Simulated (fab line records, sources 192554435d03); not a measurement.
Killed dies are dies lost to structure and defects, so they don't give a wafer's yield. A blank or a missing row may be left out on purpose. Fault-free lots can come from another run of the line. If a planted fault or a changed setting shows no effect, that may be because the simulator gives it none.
fab line records	flow n5Finfet
record: lots: 8	wafers: 24	lastDay: 18
route steps=1938 shown HKMG_FIN@435 BEOL_M4@1111 PASSIVATION@1936
lots with no fault: from the same line, run without faults
startH: hours from the record's first day to the start of the lot's first wafer shown	waitH: hours since the lot's step before	" same as the row above	L1.1+2: a single row standing in for several wafers	- either no value or no given start	* or withheld: withheld	< > ~ a bound
route shown NAME@n: a module of which the file shows steps, and the number in the route of the first	usual: the fault-free wafers' mean and standard deviation	same: alike in all rows	chamber/n: place in a boat	sites: each site's reading	_std_site: the values' standard deviation	_edge_site: mean of outer sites minus mean of inner sites	radiusMm: how far each site lies from the wafer's centre	mask NAME#n: copy n	behind: the last tool/chamber to shape the wafer	hold: why the lot went on hold/how many hours it stayed there/how the hold came to an end	device: the n, p or np transistor that did not switch	end of line: the route-end tests of the same wafers	a step without rows: its recipe alone	killed: count of dies lost to structure and defects at first sort (not the wafer's yield)	map: shows each die of a wafer: x if killed, . if not, _ if none is there
set.NAME: setting as actually run; set.NAME@STEP: the setting as run at that earlier step	model.NAME: the simulator's own value behind a step, which no gauge read
route steps across a sampled set of lots; one table per step, one row per wafer
services: the hour from which a tool's chamber was out of use, counted from the record's first day as startH (under 0 if before that day), plus the number of hours and why
== steps ==
step: N5_HKMG_FIN_ETCH_32
recipe: chemistry: N2/H2	target: SOC	targetDepthA: 2400	tempC: 40	timeS: 300	ionEnergyEv: 200	maskMaterial: SiARC	pressureMtorr: 30	sourceW: 840	biasW: 150	n2FlowSccm: 200	h2FlowSccm: 200
usual: drypumpMotorCurrentA: 6.0/0.37	oesProductAu: 0.78/0.091	rfVppV: 523.9/2.1	showerheadPlenumPTorr: 2.54/0.069	throttleValvePct: 17.96/0.29
lot.wafer	tool	chamber	startH	waitH	drypumpMotorCurrentA	oesProductAu	rfHoursCounterH	rfVppV	showerheadPlenumPTorr	throttleValvePct
L740.2	rieDiel-04	1	79.58	0.0	6.0	0.73	148	524.5	2.55	17.83
L740.3	"	3	"	"	6.4	0.69	220	520.0	2.41	18.22
L740.6	"	3	"	"	6.3	0.69	-	519.6	2.41	18.19
L743.2	rieDiel-03	0	96.49	0.0	5.7	0.90	33	526.5	2.59	18.02
L743.3	"	1	"	"	6.5	0.67	239	522.9	2.51	18.35
L743.4	"	3	"	"	6.3	0.84	76	525.5	2.57	17.67
L747.1	rieDiel-03	3	128.27	0.0	6.4	0.83	88	525.7	2.57	17.67
L747.5	"	0	"	"	5.7	0.88	-	526.3	2.59	18.05
L747.6	"	3	"	"	6.4	0.83	-	523.5	2.57	17.67
L749.1	rieDiel-04	0	135.87	0.0	5.4	0.68	238	529.0	2.62	17.95
L749.5	"	1	"	"	6.0	0.72	-	523.2	2.55	17.87
L749.6	"	2	"	"	5.3	0.67	-	523.5	2.49	17.78
L750.2	rieDiel-03	0	142.56	0.0	5.7	0.87	52	525.6	2.58	18.07
L750.3	"	3	"	"	6.3	0.81	93	526.1	2.57	17.67
L750.4	"	3	"	"	6.3	0.82	-	525.2	2.57	17.68
L753.1	rieDiel-03	1	159.08	0.0	6.5	0.94	5	523.0	2.51	17.93
L753.3	"	2	"	"	5.4	0.69	220	526.9	2.62	18.39
L753.5	"	2	"	"	5.5	0.69	-	524.8	2.62	18.38
L760.1	rieDiel-03	0	200.50	0.0	5.7	0.84	73	524.6	2.57	18.11
L760.3	"	1	"	"	6.5	0.90	17	521.6	2.50	17.97
L760.5	"	3	"	"	6.4	0.80	-	524.4	2.56	17.72
L761.1	rieDiel-05	2	208.52	0.0	6.3	0.79	94	522.0	2.46	17.62
L761.3	"	1	"	"	6.3	0.92	5	520.7	2.50	17.79
L761.5	"	2	"	"	6.3	0.80	-	521.7	2.46	17.64
step: N5_HKMG_FIN_ALD_91
recipe: material: TiN	targetThkA: 10	tempC: 400	aldPrecursorFamily: TiCl4	aldCoReactant: NH3	pulseTimeS: 1	purgeTimeS: 3	coReactantPurgeTimeS: 2	coReactantPulseTimeS: 2	aldCycles: 47	pressureTorr: 3
usual: aldCycles: 47/0	chamberPressureTorr: 3.000/0.0062	heaterPowerOuterW: 565/62	heaterPowerW: 904/77	precursorPulseHeightRel: 1.000/0.018	susceptorTempC: 399.97/0.23
lot.wafer	tool	chamber	startH	waitH	aldCycles	chamberPressureTorr	heaterPowerOuterW	heaterPowerW	precursorPulseHeightRel	susceptorTempC
L740.2	aldMetal-02	3	80.47	0.3	47	2.996	571	903	0.960	400.15
L740.3	"	1	"	"	47	2.993	525	898	0.987	400.42
L740.6	"	0	"	"	47	3.000	538	892	1.009	400.06
L743.2	aldMetal-03	2	97.38	0.3	47	2.999	476	820	0.999	400.11
L743.3	"	3	"	"	47	3.009	515	809	0.951	400.12
L743.4	"	0	"	"	47	3.003	502	811	1.016	400.19
L747.1	aldMetal-01	0	129.16	0.3	47	3.002	548	897	0.999	399.37
L747.5	"	0	"	"	47	2.994	553	889	1.006	399.68
L747.6	"	3	"	"	47	2.998	690	996	0.992	399.85
L749.1	aldMetal-01	1	136.75	0.3	47	2.992	654	1010	1.010	399.68
L749.5	"	2	"	"	47	3.002	553	908	1.045	399.76
L749.6	"	3	"	"	47	2.994	665	977	0.970	400.01
L750.2	aldMetal-03	1	143.45	0.3	47	2.988	638	1043	1.002	399.76
L750.3	"	3	"	"	47	3.001	502	836	0.993	400.26
L750.4	"	1	"	"	47	2.996	633	1027	1.017	399.99
L753.1	aldMetal-01	3	159.97	0.3	47	3.002	658	962	0.987	400.25
L753.3	"	1	"	"	47	2.994	669	996	0.983	399.92
L753.5	"	2	"	"	47	2.996	550	908	0.995	399.81
L760.1	aldMetal-01	0	201.41	0.3	-	-	-	-	-	-
L760.3	"	1	"	"	-	-	-	-	-	-
L760.5	"	3	"	"	-	-	-	-	-	-
L761.1	aldMetal-02	0	209.41	0.3	-	-	-	-	-	-
L761.3	"	2	"	"	-	-	-	-	-	-
L761.5	"	1	"	"	-	-	-	-	-	-
step: N5_HKMG_FIN_ETCH_86
recipe: chemistry: N2/H2	target: SOC	targetDepthA: 3932	stopOn: TiN	ionEnergyEv: 100	biasW: 61	pressureMtorr: 30	sourceW: 850	n2FlowSccm: 200	h2FlowSccm: 200
usual: drypumpMotorCurrentA: 6.0/0.4	oesProductAu: 0.77/0.092	rfVppV: 240.7/1.2	showerheadPlenumPTorr: 2.54/0.067	throttleValvePct: 17.94/0.28
lot.wafer	tool	chamber	startH	waitH	drypumpMotorCurrentA	oesProductAu	rfHoursCounterH	rfVppV	showerheadPlenumPTorr	throttleValvePct
L740.2	rieDiel-04	0	80.81	-	5.4	0.68	216	241.6	2.63	17.89
L740.3	"	1	"	"	6.0	0.72	149	241.9	2.55	17.82
L740.6	"	0	"	"	5.4	0.69	-	243.2	2.63	17.88
L743.2	rieDiel-03	0	97.72	-	5.8	0.88	34	239.4	2.59	18.00
L743.3	"	3	"	"	6.4	0.83	77	241.7	2.57	17.62
L743.4	"	1	"	"	6.5	0.67	240	240.8	2.51	18.33
L747.1	rieDiel-04	0	129.50	-	5.4	0.68	233	242.6	2.62	17.90
L747.5	"	2	"	"	5.3	0.68	-	240.7	2.49	17.74
L747.6	"	0	"	"	5.4	0.67	-	242.6	2.62	17.91
L749.1	rieDiel-03	3	137.09	-	6.4	0.82	91	241.5	2.57	17.66
L749.5	"	2	"	"	5.5	0.70	-	242.6	2.62	18.38
L749.6	"	3	"	"	6.4	0.81	-	240.6	2.57	17.65
L750.2	rieDiel-05	1	143.80	-	6.2	0.68	238	241.3	2.50	18.16
L750.3	"	2	"	"	6.3	0.81	66	238.6	2.48	17.56
L750.4	"	0	"	"	6.1	0.85	59	240.5	2.48	17.62
L753.1	rieDiel-04	3	160.31	-	6.3	0.67	241	238.9	2.40	18.22
L753.3	"	0	"	"	5.4	0.67	248	240.3	2.62	17.93
L753.5	"	3	"	"	6.4	0.68	-	238.5	2.40	18.21
L760.1	rieDiel-03	0	201.75	-	5.8	0.83	74	240.7	2.58	18.07
L760.3	"	2	"	"	5.5	0.68	235	241.3	2.61	18.39
L760.5	"	0	"	"	5.8	0.84	-	240.8	2.57	18.07
L761.1	rieDiel-05	0	209.79	-	6.1	0.82	84	240.6	2.47	17.66
L761.3	"	2	"	"	6.3	0.78	95	240.0	2.46	17.60
L761.5	"	2	"	"	6.3	0.78	-	239.8	2.46	17.61
step: N5_HKMG_FIN_STRIP_89
recipe: chemistry: N2/H2	material: SOC	timeS: 20	powerW: 500	tempC: 40	pressureMtorr: 50	rfFrequencyHz: 6e+07	biasPowerW: 8	h2Frac: 0.5	n2FlowSccm: 300	h2FlowSccm: 300
usual: drypumpMotorCurrentA: 6.0/0.4	oesProductAu: 0.77/0.095	rfVppV: 54.2/0.96	showerheadPlenumPTorr: 3.36/0.084	throttleValvePct: 19.16/0.29
lot.wafer	tool	chamber	startH	waitH	drypumpMotorCurrentA	oesProductAu	rfHoursCounterH	rfVppV	showerheadPlenumPTorr	throttleValvePct
L740.2	rieDiel-04	0	80.87	0.0	5.4	0.69	217	55.6	3.47	19.07
L740.3	"	1	"	"	6.0	0.74	149	53.9	3.37	19.01
L740.6	"	0	"	"	5.4	0.69	-	54.1	3.47	19.03
L743.2	rieDiel-03	0	97.78	0.0	5.8	0.90	34	53.9	3.42	19.34
L743.3	"	3	"	"	6.4	0.83	77	53.0	3.40	18.82
L743.4	"	1	"	"	6.5	0.67	240	55.4	3.32	19.36
L747.1	rieDiel-04	0	129.56	0.0	5.4	0.69	233	54.5	3.46	19.09
L747.5	"	2	"	"	5.4	0.68	-	52.4	3.30	18.89
L747.6	"	0	"	"	5.4	0.68	-	55.1	3.46	19.09
L749.1	rieDiel-03	3	137.15	0.0	6.4	0.82	91	54.9	3.39	18.83
L749.5	"	2	"	"	5.5	0.69	-	54.1	3.46	19.60
L749.6	"	3	"	"	6.4	0.82	-	54.0	3.39	18.83
L750.2	rieDiel-05	1	143.86	0.0	6.2	0.68	239	54.6	3.31	19.29
L750.3	"	2	"	"	6.3	0.83	66	53.0	3.27	18.80
L750.4	"	0	"	"	6.0	0.86	59	53.5	3.28	19.17
L753.1	rieDiel-04	3	160.37	0.0	6.3	0.68	242	51.1	3.17	19.36
L753.3	"	0	"	"	5.4	0.68	248	55.3	3.45	19.12
L753.5	"	3	"	"	6.4	0.68	-	52.7	3.17	19.36
L760.1	rieDiel-03	0	201.81	0.0	5.8	0.85	74	53.7	3.40	19.40
L760.3	"	2	"	"	5.5	0.67	235	54.4	3.45	19.64
L760.5	"	0	"	"	5.8	0.85	-	54.2	3.40	19.41
L761.1	rieDiel-05	0	209.85	0.0	6.1	0.82	85	53.7	3.26	19.22
L761.3	"	2	"	"	6.3	0.80	95	54.4	3.26	18.85
L761.5	"	2	"	"	6.3	0.79	-	52.6	3.26	18.84
step: N5_BEOL_M4_RC_MEAS_101
usual: DIBL_N: 36.5/1.4	DIBL_P: 36.9/1.7	IGATE_N: 0.0122/0.0018	IOFF_N: 0.163/0.023	IOFF_N_85C: 3.2/0.37	IOFF_N_LIN: 0.075/0.0089	IOFF_N_LONG: 5.48e-05/2.1e-06	IOFF_P: 0.22/0.032	IOFF_P_85C: 3.8/0.46	IOFF_P_LIN: 0.102/0.012	IOFF_P_LONG: 0.000104/8.6e-06	ION_N: 673/9	ION_P: 462/7.5	SS_N: 71.6/0.54	SS_P: 73.4/0.62	VT_N: 249.8/2.8	VT_N_LONG: 275.4/1.7	VT_N_LVT: 98.5/2.6	VT_P: -250/3.5	VT_P_LONG: -275.5/3	VT_P_LVT: -98.8/2.9
lot.wafer	tool	chamber	startH	waitH	DIBL_N[mV/V]	DIBL_P[mV/V]	IGATE_N[nA/um]	IOFF_N[nA/um]	IOFF_N_85C[nA/um]	IOFF_N_LIN[nA/um]	IOFF_N_LONG[nA/um]	IOFF_P[nA/um]	IOFF_P_85C[nA/um]	IOFF_P_LIN[nA/um]	IOFF_P_LONG[nA/um]	ION_N[uA/um]	ION_P[uA/um]	SS_N[mV/dec]	SS_P[mV/dec]	VT_N[mV]	VT_N_LONG[mV]	VT_N_LVT[mV]	VT_P[mV]	VT_P_LONG[mV]	VT_P_LVT[mV]
L740.2	prober-01	0	167.30	0.2	35.0	35.9	0.0127	0.143	2.9	0.068	5.79e-05	0.21	3.7	0.101	0.000107	657	457	71.2	73.6	253.3	274.9	100.3	-248	-274.1	-99.2
L740.3	"	0	"	"	37.3	38.7	0.0116	0.184	3.5	0.084	5.8e-05	0.26	4.4	0.119	0.000107	680	468	71.9	74.2	247.2	275.9	96.2	-245	-272.7	-95.1
L740.6	"	0	"	"	36.1	37.2	0.0126	0.163	3.2	0.074	5.81e-05	0.23	3.9	0.109	0.000107	663	460	72.0	73.8	250.5	273.0	100.7	-249	-274.2	-97.7
L743.2	prober-01	0	188.16	0.2	37.6	36.9	0.0107	0.182	3.5	0.083	5.64e-05	0.29	4.6	0.132	0.000124	679	470	71.9	72.8	247.3	271.4	98.0	-242	-268.6	-92.8
L743.3	"	0	"	"	37.0	35.2	0.0117	0.159	3.1	0.071	5.67e-05	0.25	4.1	0.119	0.000125	663	466	72.1	73.0	249.2	274.7	102.3	-245	-272.9	-93.8
L743.4	"	0	"	"	36.0	35.0	0.0112	0.147	2.9	0.070	5.73e-05	0.25	4.1	0.120	0.000124	675	472	71.5	72.7	251.0	274.1	100.8	-243	-268.2	-94.7
L747.1	prober-01	0	213.11	0.0	36.0	37.5	0.0148	0.176	3.3	0.081	5.58e-05	0.25	4.3	0.115	0.000115	676	468	71.8	74.1	248.6	276.6	99.0	-244	-271.7	-97.2
L747.5	"	0	"	"	35.8	37.3	0.0123	0.174	3.3	0.082	5.61e-05	0.25	4.2	0.116	0.000114	672	469	71.7	74.3	246.6	273.6	97.8	-248	-274.0	-97.3
L747.6	"	0	"	"	36.5	37.8	0.0147	0.187	3.5	0.085	5.57e-05	0.27	4.5	0.123	0.000113	679	469	73.1	73.4	249.4	274.5	98.0	-246	-274.5	-95.8
L749.1	prober-02	0	233.35	0.0	36.8	36.6	0.0126	0.161	3.1	0.074	5.67e-05	0.23	3.9	0.107	0.000111	678	466	71.1	73.2	252.8	273.7	99.2	-248	-273.0	-96.2
L749.5	"	0	"	"	34.4	33.9	0.0131	0.132	2.7	0.065	5.84e-05	0.19	3.3	0.093	0.000113	672	465	70.5	72.3	252.3	274.5	99.6	-247	-273.0	-98.4
L749.6	"	0	"	"	36.3	36.0	0.0124	0.153	3.0	0.071	5.72e-05	0.23	3.7	0.104	0.00011	672	460	71.6	73.4	251.1	275.4	99.5	-249	-275.5	-96.6
L750.2	prober-02	0	246.91	0.2	37.1	38.5	0.0116	0.184	3.6	0.083	5.6e-05	0.22	3.8	0.097	0.000102	680	458	71.3	74.1	245.7	274.3	95.8	-253	-277.4	-98.7
L750.3	"	0	"	"	36.3	37.9	0.0099	0.174	3.4	0.077	5.49e-05	0.21	3.7	0.097	0.000101	664	456	72.3	73.2	247.0	274.8	96.6	-251	-277.3	-99.9
L750.4	"	0	"	"	36.3	36.7	0.0119	0.162	3.2	0.074	5.46e-05	0.20	3.5	0.092	0.000104	667	450	72.1	73.7	249.6	277.1	97.9	-253	-275.3	-101.6
L753.1	prober-02	0	258.78	0.0	36.8	37.7	0.0102	0.165	3.2	0.077	5.51e-05	0.23	4.0	0.108	0.00011	676	463	71.1	74.2	250.1	275.5	96.8	-249	-273.2	-95.2
L753.3	"	0	"	"	38.4	39.3	0.0091	0.190	3.6	0.086	5.5e-05	0.27	4.6	0.121	0.000108	678	470	71.7	73.5	249.8	277.9	96.2	-246	-276.5	-93.2
L753.5	"	0	"	"	37.9	38.4	0.0093	0.181	3.5	0.083	5.64e-05	0.25	4.2	0.111	0.000106	676	468	71.4	73.5	249.2	275.5	96.6	-249	-274.0	-95.2
L760.1	prober-01	0	307.65	0.0	32.4	32.4	0.1314	17.334	159.3	8.498	0.007795	0.03	0.8	0.018	5.4e-05	927	391	70.1	72.2	109.7	130.0	-40.5	-297	-316.4	-145.4
L760.3	"	0	"	"	33.6	34.1	0.1284	19.657	175.8	9.353	0.0078287	0.04	0.8	0.019	5.3e-05	944	403	70.4	72.7	108.6	130.9	-42.1	-295	-317.2	-143.7
L760.5	"	0	"	"	33.5	33.6	0.1122	19.082	171.5	9.207	0.0077706	0.03	0.8	0.018	5.2e-05	938	391	70.2	72.0	106.7	131.2	-42.5	-298	-320.3	-147.5
L761.1	prober-02	0	309.87	0.0	37.4	36.8	0.0936	24.658	214.7	11.379	0.0077039	0.04	0.9	0.021	5e-05	943	395	71.8	73.0	106.3	130.8	-45.8	-294	-320.1	-143.4
L761.3	"	0	"	"	35.0	33.4	0.0940	18.467	167.9	8.927	0.0077634	0.03	0.8	0.017	5.1e-05	941	389	71.4	72.8	110.4	130.6	-41.1	-297	-321.1	-148.0
L761.5	"	0	"	"	37.4	36.2	0.1108	24.241	209.9	11.018	0.0076275	0.04	0.9	0.020	4.7e-05	935	387	71.9	73.4	107.7	131.3	-44.6	-293	-317.6	-143.7
step: N5_PASSIVATION_PROBE_49
usual: defectLimitedYield: 91.2/1.4	killed_at_M0_to_M3: 35/11	killed_at_M4_up: 12/4.2	killedAtContacts: 13/5.6	killedAtFrontEnd: 40/12	killedAtOther: 3.3/2.6	killedDies: 103/17	killedOpen: 68/12	killedShort: 34/7.6	sort_bin_4_leakage: 0/0	sort_bin_5_function: 5.1/0.95	sort_bin_6_memory: 3.3/0.68	sortNPass: 1077/17	sortYieldPct: 91.2/1.4
same: grossDies: 1180	killedAtBackSide: 0	sort_bin_8_speed[%]: 0
lot.wafer	tool	chamber	startH	waitH	defectLimitedYield[%]	killed_at_M0_to_M3	killed_at_M4_up	killedAtContacts	killedAtFrontEnd	killedAtOther	killedDies	killedOpen	killedShort	sort_bin_4_leakage[%]	sort_bin_5_function[%]	sort_bin_6_memory[%]	sortNPass	sortYieldPct[%]
L743.2	prober-01	-	298.15	0.1	90.1	47	12	23	33	2	117	72	41	0	6.1	3.0	1063	90.1
L743.3	prober-01	-	298.20	0.1	91.9	33	13	22	23	4	95	60	31	0	4.5	3.2	1085	91.9
L743.4	prober-01	-	298.25	0.2	90.4	30	13	27	42	1	113	58	53	0	5.7	3.6	1067	90.4
L749.1	prober-01	-	324.92	0.0	91.9	34	6	15	38	3	96	61	33	0	4.7	2.8	1084	91.9
L749.5	prober-01	-	325.12	0.2	91.4	39	14	16	31	2	102	67	31	0	5.4	2.5	1078	91.4
L749.6	prober-01	-	325.17	0.3	91.1	35	9	12	45	4	105	79	26	0	5.1	3.7	1075	91.1
L750.2	prober-01	-	351.15	0.1	89.0	54	12	4	55	5	130	88	40	0	6.6	4.4	1050	89.0
L750.3	prober-01	-	351.20	0.1	91.4	36	7	7	43	9	102	69	33	0	5.6	2.7	1078	91.4
L750.4	prober-01	-	351.25	0.2	90.8	36	6	12	49	5	108	73	34	0	5.8	2.7	1072	90.8
L753.1	prober-02	-	355.75	0.0	89.3	44	19	11	50	2	126	84	39	0	5.7	4.7	1054	89.3
L753.3	prober-02	-	355.85	0.1	90.1	38	7	12	55	5	117	80	35	0	6.0	3.6	1063	90.1
L753.5	prober-02	-	355.95	0.2	89.9	22	15	17	60	5	119	82	36	0	6.7	3.0	1061	89.9
L760.1	prober-02	-	414.42	0.0	91.8	26	20	8	41	2	97	70	24	91.78	4.8	3.2	0	0
L760.3	prober-02	-	414.52	0.1	91.4	16	14	16	53	2	101	56	43	91.44	5.2	2.9	0	0
L760.5	prober-02	-	414.62	0.2	92.9	18	17	13	36	0	84	55	26	92.88	4.2	2.6	0	0
L761.1	prober-01	-	428.32	0.0	91.4	23	24	8	39	8	102	64	36	91.36	5.3	3.0	0	0
L761.3	prober-01	-	428.42	0.1	89.5	42	17	12	45	8	124	74	49	89.49	5.9	4.2	0	0
L761.5	prober-01	-	428.52	0.2	88.3	49	14	19	55	1	138	90	45	88.31	6.0	5.3	0	0
killed by level:class
L743.2 MOL_CONTACT_COAG:geometricParticle:open=19 BEOL_M0_SAQP:geometricParticle:short=13 BEOL_M3:geometricParticle:open=9 BEOL_M2:geometricParticle:open=7 BEOL_M0_SAQP:geometricParticle:open=5 FIN_SAQP:geometricParticle:short=4 DUMMY_GATE:geometricParticle:open=4 MOL_CONTACT_COAG:geometricParticle:short=4
L743.3 MOL_CONTACT_COAG:geometricParticle:open=14 BEOL_M3:geometricParticle:open=12 MOL_CONTACT_COAG:geometricParticle:short=8 GATE_CUT:geometricParticle:short=6 BEOL_M2:geometricParticle:open=6 BEOL_M0_SAQP:geometricParticle:short=4 BEOL_M4:geometricParticle:open=4 BEOL_M0_SAQP:geometricParticle:open=3
L743.4 MOL_CONTACT_COAG:geometricParticle:open=14 FIN_SAQP:geometricParticle:short=13 MOL_CONTACT_COAG:geometricParticle:short=13 BEOL_M0_SAQP:geometricParticle:short=11 FIN_SAQP:geometricParticle:open=8 BEOL_M0_SAQP:geometricParticle:open=8 STI_FIN_REVEAL:geometricParticle:open=4 GATE_CUT:geometricParticle:short=4
L749.1 MOL_CONTACT_COAG:geometricParticle:open=11 STI_FIN_REVEAL:geometricParticle:open=9 BEOL_M0_SAQP:geometricParticle:open=7 FIN_SAQP:geometricParticle:open=6 BEOL_M0_SAQP:geometricParticle:short=6 BEOL_M3:geometricParticle:open=6 BEOL_M1:geometricParticle:open=5 FIN_SAQP:geometricParticle:short=4
L749.5 STI_FIN_REVEAL:geometricParticle:open=10 MOL_CONTACT_COAG:geometricParticle:open=9 BEOL_M4:geometricParticle:open=8 BEOL_M0_SAQP:geometricParticle:open=8 MOL_CONTACT_COAG:geometricParticle:short=6 BEOL_M0_SAQP:geometricParticle:short=6 BEOL_M2:geometricParticle:open=6 BEOL_M3:geometricParticle:open=6
L749.6 BEOL_M0_SAQP:geometricParticle:open=16 STI_FIN_REVEAL:geometricParticle:open=13 MOL_CONTACT_COAG:geometricParticle:open=10 FIN_SAQP:geometricParticle:open=9 STARTING-WAFER:geometricParticle:short=6 BEOL_M0_SAQP:geometricParticle:short=5 BEOL_M2:geometricParticle:open=5 BEOL_M1:geometricParticle:open=4
L750.2 FIN_SAQP:geometricParticle:short=16 BEOL_M0_SAQP:geometricParticle:open=15 BEOL_M2:geometricParticle:open=15 FIN_SAQP:geometricParticle:open=10 BEOL_M1:geometricParticle:open=9 STI_FIN_REVEAL:geometricParticle:open=7 BEOL_M0_SAQP:geometricParticle:short=5 DUMMY_GATE:geometricParticle:open=4
L750.3 FIN_SAQP:geometricParticle:open=12 STI_FIN_REVEAL:geometricParticle:open=9 BEOL_M0_SAQP:geometricParticle:open=9 BEOL_M2:geometricParticle:open=9 FIN_SAQP:geometricParticle:short=8 MIM_BOT:geometricParticle:open=6 MOL_CONTACT_COAG:geometricParticle:open=5 BEOL_M2:geometricParticle:short=5
L750.4 FIN_SAQP:geometricParticle:open=11 STI_FIN_REVEAL:geometricParticle:open=10 MOL_CONTACT_COAG:geometricParticle:open=9 FIN_SAQP:geometricParticle:short=8 BEOL_M2:geometricParticle:open=8 BEOL_M0:geometricParticle:open=7 GATE_CUT:geometricParticle:short=6 BEOL_M1:geometricParticle:open=5
L753.1 FIN_SAQP:geometricParticle:open=13 BEOL_M0_SAQP:geometricParticle:open=12 BEOL_M1:geometricParticle:open=11 STI_FIN_REVEAL:geometricParticle:open=8 MOL_CONTACT_COAG:geometricParticle:open=8 BEOL_M0_SAQP:geometricParticle:short=6 FIN_CUT:geometricParticle:short=5 BEOL_M3:geometricParticle:open=5
L753.3 FIN_SAQP:geometricParticle:open=19 MOL_CONTACT_COAG:geometricParticle:open=11 FIN_SAQP:geometricParticle:short=9 BEOL_M1:geometricParticle:open=9 BEOL_M2:geometricParticle:open=8 GATE_CUT:geometricParticle:short=6 BEOL_M0_SAQP:geometricParticle:open=6 DUMMY_GATE:geometricParticle:open=5
L753.5 FIN_SAQP:geometricParticle:open=16 MOL_CONTACT_COAG:geometricParticle:open=14 FIN_SAQP:geometricParticle:short=10 STI_FIN_REVEAL:geometricParticle:open=8 BEOL_M0_SAQP:geometricParticle:open=8 GATE_CUT:geometricParticle:short=6 BEOL_M5:geometricParticle:open=5 ILD0:geometricParticle:open=4
L760.1 FIN_SAQP:geometricParticle:short=9 BEOL_M4:geometricParticle:open=9 STI_FIN_REVEAL:geometricParticle:open=8 BEOL_M2:geometricParticle:open=8 FIN_SAQP:geometricParticle:open=7 BEOL_M3:geometricParticle:open=7 MOL_CONTACT_COAG:geometricParticle:open=6 BEOL_M1:geometricParticle:open=5
L760.3 FIN_SAQP:geometricParticle:short=18 MOL_CONTACT_COAG:geometricParticle:open=12 FIN_SAQP:geometricParticle:open=9 STI_FIN_REVEAL:geometricParticle:open=8 BEOL_M4:geometricParticle:open=8 GATE_CUT:geometricParticle:short=7 MOL_CONTACT_COAG:geometricParticle:short=4 BEOL_M1:geometricParticle:open=4
L760.5 MOL_CONTACT_COAG:geometricParticle:open=12 FIN_SAQP:geometricParticle:short=9 BEOL_M4:geometricParticle:open=6 BEOL_M1:geometricParticle:open=5 BEOL_M2:geometricParticle:open=5 FIN_SAQP:geometricParticle:open=4 GATE_CUT:geometricParticle:open=4 GATE_CUT:geometricParticle:short=4
L761.1 FIN_SAQP:geometricParticle:open=10 BEOL_M4:geometricParticle:short=9 BEOL_M3:geometricParticle:open=7 GATE_CUT:geometricParticle:short=6 MOL_CONTACT_COAG:geometricParticle:open=6 DUMMY_GATE:geometricParticle:open=5 FIN_SAQP:geometricParticle:short=4 STI_FIN_REVEAL:geometricParticle:open=4
L761.3 BEOL_M0_SAQP:geometricParticle:open=15 BEOL_M0_SAQP:geometricParticle:short=12 STI_FIN_REVEAL:geometricParticle:open=10 FIN_SAQP:geometricParticle:short=9 MOL_CONTACT_COAG:geometricParticle:open=9 GATE_CUT:geometricParticle:short=7 BEOL_M4:geometricParticle:short=6 FIN_SAQP:geometricParticle:open=5
L761.5 MOL_CONTACT_COAG:geometricParticle:open=16 STI_FIN_REVEAL:geometricParticle:open=13 FIN_SAQP:geometricParticle:open=10 BEOL_M2:geometricParticle:open=10 BEOL_M1:geometricParticle:open=9 BEOL_M0_SAQP:geometricParticle:open=8 FIN_SAQP:geometricParticle:short=7 GATE_CUT:geometricParticle:short=7
== services ==
tool	chamber	startH	hours	kind
aldMetal-02	2	79.18	7.7	repair
aldMetal-02	1	83.73	5.2	repair
rieDiel-04	-	94.95	0.9	repair
aldMetal-01	0	107.44	20.9	repair
aldMetal-03	1	113.25	24.0	repair
aldMetal-03	2	116.12	4.3	repair
rieDiel-03	1	123.06	-	clean
rieDiel-03	1	123.06	-	consumableReplace:focusRing
rieDiel-03	1	123.06	22.2	scheduledDown
rieDiel-03	1	123.06	22.2	ventCycle
aldMetal-03	2	139.43	27.2	repair
aldMetal-02	-	148.37	1.7	repair
rieDiel-04	2	149.43	-	clean
rieDiel-04	2	149.43	-	consumableReplace:focusRing
rieDiel-04	2	149.43	24.1	scheduledDown
rieDiel-04	2	149.43	24.1	ventCycle
rieDiel-04	0	154.52	2.4	repair
rieDiel-04	0	161.59	5.3	repair
rieDiel-03	1	165.50	5.0	repair
rieDiel-04	0	173.53	-	clean
rieDiel-04	0	173.53	-	consumableReplace:focusRing
rieDiel-04	0	173.53	14.9	scheduledDown
aldMetal-01	-	202.06	2.8	pm
rieDiel-05	3	202.56	13.1	repair
== key ==
firstSign: step: N5_HKMG_FIN_ALD_91	reading: toolRecord	direction: missing
effect: step: N5_BEOL_M4_RC_MEAS_101	reading: IOFF_N_LONG	direction: up	sigmas: 99+	usual: 5.48e-05	struck: 0.0077482
effect: step: N5_BEOL_M4_RC_MEAS_101	reading: IOFF_N_LIN	direction: up	sigmas: 99+	usual: 0.075	struck: 9.730
effect: step: N5_BEOL_M4_RC_MEAS_101	reading: IOFF_N	direction: up	sigmas: 99+	usual: 0.163	struck: 20.573
effect: step: N5_BEOL_M4_RC_MEAS_101	reading: IOFF_N_85C	direction: up	sigmas: 99+	usual: 3.2	struck: 183.2
effect: step: N5_BEOL_M4_RC_MEAS_101	reading: VT_N_LONG	direction: down	sigmas: 83	usual: 275.4	struck: 130.8
effect: step: N5_BEOL_M4_RC_MEAS_101	reading: IGATE_N	direction: up	sigmas: 56	usual: 0.0122	struck: 0.1117
effect: step: N5_BEOL_M4_RC_MEAS_101	reading: VT_N_LVT	direction: down	sigmas: 54	usual: 98.5	struck: -42.8
effect: step: N5_BEOL_M4_RC_MEAS_101	reading: VT_N	direction: down	sigmas: 51	usual: 249.8	struck: 108.2
effect: step: N5_BEOL_M4_RC_MEAS_101	reading: ION_N	direction: up	sigmas: 29	usual: 673	struck: 938
effect: step: N5_BEOL_M4_RC_MEAS_101	reading: VT_P_LVT	direction: down	sigmas: 16	usual: -98.8	struck: -145.3
effect: step: N5_BEOL_M4_RC_MEAS_101	reading: VT_P_LONG	direction: down	sigmas: 14	usual: -275.5	struck: -318.8
effect: step: N5_BEOL_M4_RC_MEAS_101	reading: VT_P	direction: down	sigmas: 13	usual: -250	struck: -296
effect: step: N5_PASSIVATION_PROBE_49	reading: sort_bin_4_leakage	direction: up	sigmas: 99+	usual: 0	struck: 90.88
metAt N5_HKMG_FIN_ALD_91
struckLots L760,L761
notActingAt N5_HKMG_FIN_ETCH_32,N5_HKMG_FIN_ETCH_86,N5_HKMG_FIN_STRIP_89
onsetBetween 159.97 201.41
fault: kind: skippedStepWhole	tool: aldMetal-01,aldMetal-02	chamber: -	onsetH: 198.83	steps: N5_HKMG_FIN_ALD_91	scope: struckLotsOnly
